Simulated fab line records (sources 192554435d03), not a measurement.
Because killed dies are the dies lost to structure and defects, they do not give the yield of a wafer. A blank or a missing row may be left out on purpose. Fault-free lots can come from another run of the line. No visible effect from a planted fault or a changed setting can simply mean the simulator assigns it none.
Chamber matching | flow n5Finfet | uvCure-01 running N5_BEOL_M11_CURE_72: 3 sister chambers
The step cures SiCOH lowk, time 120 s. 6 wafers are shown with their chamber, then 9 later ones without.

== WAFERS WITH THEIR CHAMBER ==
wafer  | chamber | wafer_temp_C_max | lampPowerPct (%)
L085.3 | 0       | 370.6            | 52.26
L085.6 | 0       | 371.0            | 52.25
L083.4 | 1       | 371.5            | 52.25
L083.5 | 1       | 371.9            | 52.35
L086.3 | 2       | 371.8            | 52.32
L086.4 | 2       | 372.0            | 52.34

== WAFERS WHOSE CHAMBER IS MISSING ==
wafer  | wafer_temp_C_max | lampPowerPct (%)
L088.1 | 371.3            | 52.37
L088.4 | 372.2            | 52.31
L088.5 | 371.8            | 52.28
L093.3 | 370.9            | 52.41
L093.5 | 371.4            | 52.29
L093.6 | 372.0            | 52.34
L095.1 | 371.0            | 52.25
L095.2 | 371.2            | 52.28
L095.4 | 371.2            | 52.38

== CHAMBER TAKEN BY EACH ==
wafer  | from the rows above          | in truth
L088.1 | can't be placed: 1 or 2 or 0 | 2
L088.4 | can't be placed: 2 or 1      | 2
L088.5 | can't be placed: 1 or 2      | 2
L093.3 | can't be placed: 0 or 1 or 2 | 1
L093.5 | can't be placed: 1 or 2 or 0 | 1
L093.6 | can't be placed: 2 or 1      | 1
L095.1 | 0                            | 0
L095.2 | can't be placed: 0 or 1 or 2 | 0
L095.4 | can't be placed: 1 or 2 or 0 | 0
1 of 9 placed correctly. Cannot be placed on the basis of these rows: 8; the candidates contain the true chamber in 8. Number placed wrongly: 0.
How it was worked out, from the rows above alone: a wafer's distance from a chamber is the root of the sum, over the readings, of the square of ((its reading less the chamber's mean) divided by the reading's scatter). The wafer belongs to the nearest chamber; if the next one is less than 2 further off, it can't be placed. A chamber's mean is the mean of its shown wafers. The scatter: the root of (the sum of the squares of (reading less its chamber's mean) over the shown wafers, divided by (wafers less chambers)).
